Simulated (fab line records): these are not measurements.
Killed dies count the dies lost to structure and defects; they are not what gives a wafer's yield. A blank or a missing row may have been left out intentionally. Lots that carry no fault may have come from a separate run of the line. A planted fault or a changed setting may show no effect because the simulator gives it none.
fab line records	flow nand_harc
record lots=6	wafers=18	last_day=32
route steps=1302 shown A_M1@1189 A_BONDPAD@1202 END@1302
lots untouched by any fault: they come from a run of this same line in which no faults occurred
start_h: hours from the record's opening day to when the first of the lot's shown wafers began	wait_h: hours since the lot's step before	" unchanged from the row above	L1.1+2: one row covering several wafers at once	- value missing, or start not given	* or withheld: withheld	< > ~ a bound
route shown NAME@n: a module of which the file shows steps, and the number in the route of the first	usual: mean/standard deviation of fault-free wafers	same: alike in all rows	chamber/n: place in a boat	sites: per-site readings	_std_site: standard deviation across them	_edge_site: mean of outer sites minus mean of inner sites	radius_mm: how far each site lies from the wafer's centre	mask NAME#n: copy n	behind: tool/chamber where the wafer was last shaped	hold: cause of the lot's hold/its duration in hours/its outcome	device: whichever transistor did not switch (one of n, p or np)	end of line: the tests these same wafers got at the end of their route	a step with no rows: only its recipe	killed: at the first sort, the dies lost to defects and structure; wafer yield is something else	map: the dies of a wafer, with x for killed, . for not killed, _ for no die there
set.NAME: the run value of the setting; set.NAME@STEP: its run value at that earlier step	model.NAME: the simulator's own value behind a step, which no gauge read
lots seen at some steps along the route; tables by step, rows by wafer
services: a tool's chamber out of use, with start hour (start_h, from the record's first day; less than 0 if before it), hours out, and reason
## steps
# step NHARC_A_M1_DEGAS_29
# recipe temp_c=250	time_s=60
# usual heater_power_w=322/19
lot.wafer	tool	chamber	start_h	wait_h	heater_power_w
L219.4	pvd_sputter-03	-	563.54	-	297
L219.6	"	-	"	"	335
L219.5	"	-	"	"	308
L220.2	pvd_sputter-03	-	568.32	-	297
L220.6	"	-	"	"	325
L220.5	"	-	"	"	307
L222.2	pvd_sputter-02	-	569.76	-	308
L222.4	"	-	"	"	364
L222.6	"	-	"	"	328
L235.1	pvd_sputter-01	-	707.74	-	310
L235.3	"	-	"	"	317
L235.4	"	-	"	"	333
L234.3	pvd_sputter-01	-	710.03	-	310
L234.1	"	-	"	"	322
L234.5	"	-	"	"	309
L236.1	pvd_sputter-02	-	727.80	-	371
L236.3	"	-	"	"	325
L236.5	"	-	"	"	360
# step NHARC_A_M1_PRE_CLEAN_30
# recipe time_s=30	temp_c=280	gas=H2/He
# usual heater_power_w=395/24
lot.wafer	tool	chamber	start_h	wait_h	heater_power_w
L219.4	pvd_sputter-03	-	-	-	417
L219.5	"	-	"	"	418
L219.6	"	-	"	"	375
L220.2	pvd_sputter-03	-	-	-	422
L220.6	"	-	"	"	356
L220.5	"	-	"	"	421
L222.2	pvd_sputter-02	-	-	-	453
L222.4	"	-	"	"	384
L222.6	"	-	"	"	380
L235.3	pvd_sputter-01	-	-	-	393
L235.1	"	-	"	"	381
L235.4	"	-	"	"	410
L234.1	pvd_sputter-01	-	-	-	383
L234.3	"	-	"	"	381
L234.5	"	-	"	"	403
L236.3	pvd_sputter-02	-	-	-	366
L236.1	"	-	"	"	405
L236.5	"	-	"	"	363
# step NHARC_A_M1_PVD_20
# recipe target_thk_a=50	bias_v=168.6	power_w=15000	chamber_pressure_pa=0.12	time_s=8.06	substrate_temp_c=50	material=TaN
# step NHARC_A_M1_PVD_21
# recipe target_thk_a=300	chamber_pressure_pa=5	power_w=5000	substrate_temp_c=30	time_s=20.49	material=Cu
# usual throttle_valve_pct=30.4/0.98
lot.wafer	tool	chamber	start_h	wait_h	throttle_valve_pct
L219.4	pvd_sputter-03	-	-	-	30.8
L219.6	"	-	"	"	31.0
L219.5	"	-	"	"	30.6
L220.2	pvd_sputter-03	-	-	-	31.6
L220.6	"	-	"	"	30.9
L220.5	"	-	"	"	31.4
L222.4	pvd_sputter-02	-	-	-	29.6
L222.2	"	-	"	"	30.5
L222.6	"	-	"	"	28.2
L235.1	pvd_sputter-01	-	-	-	30.4
L235.4	"	-	"	"	31.5
L235.3	"	-	"	"	30.7
L234.1	pvd_sputter-01	-	-	-	31.5
L234.3	"	-	"	"	30.5
L234.5	"	-	"	"	31.3
L236.1	pvd_sputter-02	-	-	-	29.4
L236.3	"	-	"	"	29.9
L236.5	"	-	"	"	30.0
# step NHARC_A_M1_ECD_22
# recipe target_thk_a=4000	bath_temp_c=25	material=Cu
# step NHARC_A_M1_ANNEAL_31
# recipe temp_c=225	time_s=90
# usual anneal_temp_c=225.02/0.17	wafer_temp_C_max=226.6/0.41
lot.wafer	tool	chamber	start_h	wait_h	anneal_temp_c	wafer_temp_C_max
L219.4	rtp_anneal-01	0	564.42	0.3	225.08	227.1
L219.5	"	0	"	"	224.72	226.8
L219.6	"	0	"	"	224.86	226.2
L220.2	rtp_anneal-02	0	569.16	0.3	225.15	226.2
L220.5	"	0	"	"	224.93	226.1
L220.6	"	0	"	"	225.22	226.4
L222.2	rtp_anneal-01	0	570.54	0.3	224.78	226.7
L222.4	"	0	"	"	224.75	226.9
L222.6	"	0	"	"	224.77	227.4
L235.1	rtp_anneal-02	0	708.47	0.3	224.99	226.4
L235.3	"	0	"	"	225.10	226.2
L235.4	"	0	"	"	225.05	226.7
L234.1	rtp_anneal-01	0	710.76	-	225.11	226.2
L234.3	"	0	"	"	224.95	226.7
L234.5	"	0	"	"	225.22	226.6
L236.1	rtp_anneal-02	0	728.72	0.3	225.07	226.0
L236.3	"	0	"	"	225.22	226.6
L236.5	"	0	"	"	224.90	226.1
# step NHARC_A_M1_CMP_23
# recipe t_overpolish_s=20	target_thk_nm=154.34
# usual motor_current_A=12.8/1.4	retaining_ring_pressure_frac=0.999/0.0048	time_to_endpoint_s=28.4/2
lot.wafer	tool	chamber	start_h	wait_h	motor_current_A	retaining_ring_pressure_frac	time_to_endpoint_s
L219.4	cmp-02	3	564.60	-	11.5	0.996	27.7
L219.5	"	3	"	"	11.5	0.998	28.8
L219.6	"	0	"	"	11.1	1.009	31.6
L220.2	cmp-01	0	569.49	-	15.9	0.998	28.7
L220.5	"	3	"	"	13.8	0.990	28.1
L220.6	"	0	"	"	15.7	1.001	26.4
L222.4	cmp-02	0	570.87	-	11.9	0.998	31.9
L222.2	"	1	"	"	12.1	0.990	27.7
L222.6	"	0	"	"	11.2	1.006	26.8
L235.1	cmp-02	3	708.82	-	11.4	0.991	26.1
L235.4	"	0	"	"	11.4	1.003	29.3
L235.3	"	1	"	"	12.6	0.998	28.5
L234.3	cmp-03	3	711.11	-	12.6	0.997	30.2
L234.1	"	0	"	"	11.6	0.994	29.2
L234.5	"	3	"	"	12.1	1.006	27.6
L236.1	cmp-01	1	729.12	-	12.1	1.002	30.7
L236.3	"	2	"	"	12.3	0.995	28.5
L236.5	"	3	"	"	13.4	1.003	28.5
# step NHARC_A_M1_THK_MEAS_24
# recipe thk_meas_gauge=xrf
# usual thk_nm=154.4/1.3
lot.wafer	tool	chamber	start_h	wait_h	thk_nm
L219.4	film_metro-02	-	564.92	-	153.0
L219.5	"	-	"	"	154.8
L219.6	"	-	"	"	154.7
L220.2	film_metro-01	-	569.78	-	154.8
L220.5	"	-	"	"	155.0
L220.6	"	-	"	"	154.2
L222.2	film_metro-01	-	571.15	-	154.1
L222.4	"	-	"	"	156.3
L222.6	"	-	"	"	156.8
L235.1	film_metro-02	-	709.14	-	154.5
L235.3	"	-	"	"	153.4
L235.4	"	-	"	"	155.0
L234.1	film_metro-01	-	711.43	-	152.9
L234.3	"	-	"	"	150.9
L234.5	"	-	"	"	152.3
L236.1	film_metro-01	-	729.38	-	154.4
L236.3	"	-	"	"	153.4
L236.5	"	-	"	"	153.4
# step NHARC_A_M1_SRD_25
# step NHARC_A_M1_INSPECT_27
# usual raw_defect_count=542/120
lot.wafer	tool	chamber	start_h	wait_h	raw_defect_count
L219.4	defect_inspect-02	-	565.08	0.0	366
L219.5	"	-	"	"	437
L219.6	"	-	"	"	609
L220.2	defect_inspect-02	-	569.93	0.0	423
L220.5	"	-	"	"	387
L220.6	"	-	"	"	446
L222.2	defect_inspect-01	-	571.31	0.0	474
L222.4	"	-	"	"	415
L222.6	"	-	"	"	573
L235.1	defect_inspect-01	-	709.30	0.0	452
L235.3	"	-	"	"	545
L235.4	"	-	"	"	395
L234.1	defect_inspect-02	-	711.58	0.0	551
L234.3	"	-	"	"	541
L234.5	"	-	"	"	565
L236.1	defect_inspect-02	-	729.55	0.0	519
L236.3	"	-	"	"	407
L236.5	"	-	"	"	471
# step NHARC_A_M1_PRE_CLEAN_32
# recipe time_s=12	temp_c=370	rf_power_w=300	gas=NH3
# step NHARC_A_M1_DEP_33
# recipe target_thk_a=300	temp_c=370	target_thk_nm=30	pressure_torr=3	flow_sccm=200	rf_w=450	material=SiCN
# usual chamber_pressure_Torr=3.000/0.0064	heater_power_outer_w=353/67	heater_power_w=610/110
lot.wafer	tool	chamber	start_h	wait_h	chamber_pressure_Torr	heater_power_outer_w	heater_power_w
L219.4	pecvd-04	2	565.35	0.2	3.010	361	696
L219.6	"	0	"	"	3.009	268	487
L219.5	"	1	"	"	3.002	372	604
L220.2	pecvd-04	1	570.12	0.1	-	-	-
L220.6	"	0	"	"	-	-	-
L220.5	"	2	"	"	-	-	-
L222.2	pecvd-02	0	571.54	0.1	-	-	-
L222.6	"	2	"	"	-	-	-
L222.4	"	0	"	"	-	-	-
L235.1	pecvd-04	2	709.44	0.1	3.006	461	821
L235.3	"	1	"	"	2.995	393	598
L235.4	"	2	"	"	2.999	455	829
L234.3	pecvd-02	0	711.73	0.1	3.005	247	470
L234.1	"	2	"	"	2.989	321	569
L234.5	"	2	"	"	2.994	320	575
L236.1	pecvd-04	2	730.39	0.1	2.996	486	875
L236.3	"	0	"	"	3.006	322	587
L236.5	"	2	"	"	2.991	492	858
# step NHARC_A_BONDPAD_DEP_00
# recipe target_thk_a=2500	temp_c=370	target_thk_nm=250	pressure_torr=3	flow_sccm=200	rf_w=450	material=SiCN
# step NHARC_END_SORT_01
# recipe temp_c=25
# usual defect_limited_yield=91.7/2.8	killed_at_array=52/19	killed_at_other=0.8/1	killed_at_periphery=3.7/2.5	killed_dies=56/19	killed_open=3.5/2	killed_short=2.2/1.4	sort_bin_2_pct=2.9/1.2	sort_bin_3_pct=0.6/0.36	sort_bin_4_pct=4.8/1.6	sort_n_pass=621/19	sort_rim_yield_pct=92/3.9	sort_yield_pct=91.7/2.8
# same gross_dies=677	sort_bin_5_pct[%]=0	sort_bin_6_pct[%]=0	sort_bin_7_pct[%]=0	sort_bin_8_pct[%]=0	sort_rim_n_gross=106.00
lot.wafer	tool	chamber	start_h	wait_h	defect_limited_yield[%]	killed_at_array	killed_at_other	killed_at_periphery	killed_dies	killed_open	killed_short	sort_bin_2_pct[%]	sort_bin_3_pct[%]	sort_bin_4_pct[%]	sort_n_pass	sort_rim_yield_pct[%]	sort_yield_pct[%]
L219.4	prober-01	0	599.13	3.4	91.3	51	0	8	59	5	2	2.5	0.3	5.9	618	93	91.3
L219.5	prober-01	0	599.92	3.7	94.7	31	1	4	36	1	3	1.3	0.1	3.8	641	98	94.7
L219.6	prober-01	0	600.70	3.9	93.6	42	1	0	43	1	0	2.7	0.6	3.1	634	100	93.6
L222.2	prober-01	0	606.02	2.8	90.4	57	2	6	65	1	4	3.0	0.4	6.2	612	92	90.4
L222.4	prober-01	0	607.60	3.4	91.0	52	4	5	61	2	2	3.5	0.3	5.2	616	93	91.0
L222.6	prober-01	0	609.19	4.0	91.3	53	1	5	59	4	1	3.5	0.1	5.0	618	95	91.3
L220.2	prober-02	0	606.02	2.8	92.5	45	1	5	51	2	4	2.1	0.6	4.9	626	96	92.5
L220.5	prober-02	0	608.39	3.7	91.4	48	3	7	58	4	0	2.5	0.7	5.3	619	93	91.4
L220.6	prober-02	0	609.18	4.0	91.7	50	0	6	56	3	1	3.5	0.6	4.1	621	97	91.7
L235.1	prober-01	0	740.22	2.5	91.3	55	0	4	59	4	1	3.8	0.7	4.1	618	88	91.3
L235.3	prober-01	0	741.82	3.1	89.4	65	1	6	72	4	2	2.7	1.2	6.8	605	91	89.4
L235.4	prober-01	0	742.62	3.4	89.5	67	0	4	71	2	1	4.0	0.6	5.9	606	88	89.5
L234.1	prober-01	0	748.02	2.5	88.3	71	3	5	79	6	1	4.3	0.4	6.9	598	92	88.3
L234.3	prober-01	0	749.63	3.1	86.0	91	0	4	95	4	6	4.7	0.9	8.4	582	86	86.0
L234.5	prober-01	0	751.23	3.7	90.7	59	1	3	63	2	2	3.1	0.9	5.3	614	88	90.7
L236.1	prober-01	0	762.99	2.5	92.8	44	2	3	49	3	1	1.5	0.1	5.6	628	93	92.8
L236.3	prober-01	0	764.61	3.1	93.5	40	0	4	44	3	2	2.5	0.3	3.7	633	94	93.5
L236.5	prober-01	0	766.23	3.7	93.9	39	1	1	41	3	3	2.1	0.6	3.4	636	93	93.9
# killed by level:class
L219.4 A_SLIT:chamber_film_flake=27 A_CHANNEL_HOLE_D2:chamber_film_flake=10 A_CHANNEL_HOLE_D1:chamber_film_flake=5 P_GATE:chamber_film_flake=3 A_CONTACT:chamber_film_flake=3 A_CHANNEL_FILL_D1:geometric_particle:short=2 P_STI:chamber_film_flake=2 A_CHANNEL_FILL_D1:chamber_film_flake=2
L219.5 A_SLIT:chamber_film_flake=20 A_CHANNEL_HOLE_D2:chamber_film_flake=6 P_M0:geometric_particle:open=1 A_CHANNEL_HOLE_D1:geometric_particle:short=1 A_CHANNEL_FILL_D1:geometric_particle:short=1 A_CHANNEL_HOLE_D2:geometric_particle:short=1 P_ZERO_WELL:chamber_film_flake=1 P_GATE:chamber_film_flake=1
L219.6 A_SLIT:chamber_film_flake=27 A_CHANNEL_HOLE_D2:chamber_film_flake=7 A_CHANNEL_HOLE_D1:chamber_film_flake=2 A_SOURCE_PLATE:geometric_particle:open=1 A_CHANNEL_FILL_D1:chamber_film_flake=1 A_STAIRCASE:chamber_film_flake=1 A_DECK1_JOINT:chamber_film_flake=1 A_WL_FILL:chamber_film_flake=1
L222.2 A_SLIT:chamber_film_flake=30 A_CHANNEL_HOLE_D2:chamber_film_flake=12 A_CHANNEL_HOLE_D1:chamber_film_flake=6 P_M2:chamber_film_flake=5 A_ONON_D1:geometric_particle:short=2 THIN_TSV:chamber_film_flake=2 P_STI:geometric_particle:short=1 A_SOURCE_PLATE:geometric_particle:short=1
L220.2 A_SLIT:chamber_film_flake=26 A_CHANNEL_HOLE_D2:chamber_film_flake=7 A_CONTACT:chamber_film_flake=7 P_GATE:chamber_film_flake=4 A_CHANNEL_FILL_D2:geometric_particle:short=2 P_M0:geometric_particle:short=1 A_CHANNEL_FILL_D1:geometric_particle:open=1 A_CHANNEL_HOLE_D2:geometric_particle:short=1
L222.4 A_SLIT:chamber_film_flake=29 A_CHANNEL_HOLE_D2:chamber_film_flake=15 P_M2:chamber_film_flake=3 THIN_TSV:chamber_film_flake=3 A_CHANNEL_HOLE_D1:chamber_film_flake=2 A_CONTACT:chamber_film_flake=2 P_M0:geometric_particle:open=1 A_DECK1_JOINT:geometric_particle:short=1
L220.5 A_SLIT:chamber_film_flake=24 A_CHANNEL_HOLE_D2:chamber_film_flake=12 A_CONTACT:chamber_film_flake=6 P_GATE:chamber_film_flake=5 THIN_TSV:chamber_film_flake=3 P_STI:chamber_film_flake=2 A_CHANNEL_HOLE_D1:chamber_film_flake=2 A_SOURCE_PLATE:geometric_particle:open=1
L220.6 A_SLIT:chamber_film_flake=30 A_CHANNEL_HOLE_D2:chamber_film_flake=7 A_CONTACT:chamber_film_flake=5 P_STI:chamber_film_flake=4 P_GATE:chamber_film_flake=2 A_CHANNEL_HOLE_D1:chamber_film_flake=2 A_CHANNEL_FILL_D1:geometric_particle:open=1 A_ONON_D2:geometric_particle:open=1
L222.6 A_SLIT:chamber_film_flake=32 A_CHANNEL_HOLE_D1:chamber_film_flake=8 P_M2:chamber_film_flake=3 A_CHANNEL_HOLE_D2:chamber_film_flake=3 A_STAIRCASE:chamber_film_flake=3 A_DECK1_JOINT:chamber_film_flake=2 A_CONTACT:chamber_film_flake=2 P_GATE:geometric_particle:open=1
L235.1 A_SLIT:chamber_film_flake=34 A_CHANNEL_HOLE_D1:chamber_film_flake=11 A_CONTACT:chamber_film_flake=3 A_CHANNEL_FILL_D2:chamber_film_flake=2 A_WL_FILL:chamber_film_flake=2 P_GATE:geometric_particle:open=1 P_CONTACT:geometric_particle:open=1 P_M0:geometric_particle:open=1
L235.3 A_SLIT:chamber_film_flake=34 A_CHANNEL_HOLE_D1:chamber_film_flake=14 A_CONTACT:chamber_film_flake=5 A_STAIRCASE:chamber_film_flake=4 P_GATE:chamber_film_flake=3 P_CONTACT:chamber_film_flake=2 P_GATE:geometric_particle:open=1 A_ONON_D1:geometric_particle:short=1
L235.4 A_SLIT:chamber_film_flake=29 A_CHANNEL_HOLE_D1:chamber_film_flake=25 A_CONTACT:chamber_film_flake=4 P_GATE:chamber_film_flake=3 A_DECK1_JOINT:chamber_film_flake=2 A_WL_FILL:chamber_film_flake=2 A_ONON_D1:geometric_particle:short=1 A_CONTACT:geometric_particle:open=1
L234.1 A_SLIT:chamber_film_flake=42 A_CHANNEL_HOLE_D1:chamber_film_flake=14 A_CHANNEL_HOLE_D2:chamber_film_flake=4 A_STAIRCASE:chamber_film_flake=4 P_CONTACT:geometric_particle:open=3 A_CONTACT:chamber_film_flake=3 THIN_TSV:chamber_film_flake=2 P_M0:geometric_particle:open=1
L234.3 A_SLIT:chamber_film_flake=36 A_CHANNEL_HOLE_D1:chamber_film_flake=35 A_CONTACT:chamber_film_flake=6 A_ONON_D2:geometric_particle:short=2 A_WL_FILL:geometric_particle:short=2 P_ZERO_WELL:chamber_film_flake=2 A_ONON_D1:geometric_particle:open=1 A_CHANNEL_HOLE_D1:geometric_particle:open=1
L234.5 A_SLIT:chamber_film_flake=31 A_CHANNEL_HOLE_D1:chamber_film_flake=13 A_CONTACT:chamber_film_flake=4 A_CHANNEL_HOLE_D2:chamber_film_flake=3 P_ZERO_WELL:chamber_film_flake=2 P_CONTACT:geometric_particle:open=1 A_SOURCE_PLATE:geometric_particle:open=1 A_WL_FILL:geometric_particle:short=1
L236.1 A_CHANNEL_HOLE_D1:chamber_film_flake=18 A_SLIT:chamber_film_flake=9 A_CONTACT:chamber_film_flake=8 P_CONTACT:geometric_particle:open=2 A_STAIRCASE:chamber_film_flake=2 A_M0:chamber_film_flake=2 THIN_TSV:chamber_film_flake=2 A_DECK1_JOINT:geometric_particle:short=1
L236.3 A_CHANNEL_HOLE_D1:chamber_film_flake=21 A_STAIRCASE:chamber_film_flake=5 A_CONTACT:chamber_film_flake=4 A_CHANNEL_FILL_D2:chamber_film_flake=3 A_M0:chamber_film_flake=3 P_GATE:geometric_particle:open=1 P_M0:geometric_particle:open=1 A_CHANNEL_HOLE_D1:geometric_particle:short=1
L236.5 A_CHANNEL_HOLE_D1:chamber_film_flake=15 A_CONTACT:chamber_film_flake=7 A_SLIT:chamber_film_flake=6 A_STAIRCASE:chamber_film_flake=3 A_CHANNEL_FILL_D1:geometric_particle:short=2 A_DECK1_JOINT:chamber_film_flake=2 A_CHANNEL_FILL_D1:geometric_particle:open=1 A_DECK1_JOINT:geometric_particle:short=1
## services
tool	chamber	start_h	hours	kind
pvd_sputter-03	-	542.46	10.0	pm
cmp-01	-	546.28	0.2	repair
cmp-03	-	554.00	4.0	pm
cmp-03	-	564.07	9.3	repair
cmp-01	-	577.64	4.0	pm
pvd_sputter-01	-	582.00	10.0	pm
cmp-02	-	583.45	1.9	repair
pecvd-02	-	589.32	13.0	pm
pvd_sputter-02	-	622.18	5.3	repair
cmp-02	-	624.50	4.0	pm
pecvd-04	-	631.52	13.0	pm
pecvd-04	0	631.52	13.0	vent_cycle
pecvd-02	-	633.45	1.4	repair
pvd_sputter-02	-	638.96	10.0	pm
cmp-03	-	652.00	4.0	pm
cmp-01	-	659.90	0.8	repair
cmp-01	-	664.05	0.3	repair
cmp-01	-	664.96	0.2	repair
cmp-01	-	675.64	4.0	pm
cmp-03	-	713.77	3.6	repair
pvd_sputter-02	-	716.03	7.7	repair
pvd_sputter-03	-	720.46	10.0	pm
cmp-02	-	722.50	4.0	pm
pvd_sputter-02	-	728.91	9.7	repair
## key
first_sign step=NHARC_A_M1_DEP_33	reading=tool_record	direction=missing
effect none on later readings
met_at NHARC_A_M1_DEP_33
struck_wafers L220.2,L220.5,L220.6,L222.2,L222.4,L222.6
onset_between 565.35 570.12
fault kind=skipped_step_whole	tool=pecvd-02,pecvd-04	chamber=-	onset_h=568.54	steps=NHARC_A_M1_DEP_33	scope=struck_lots_only
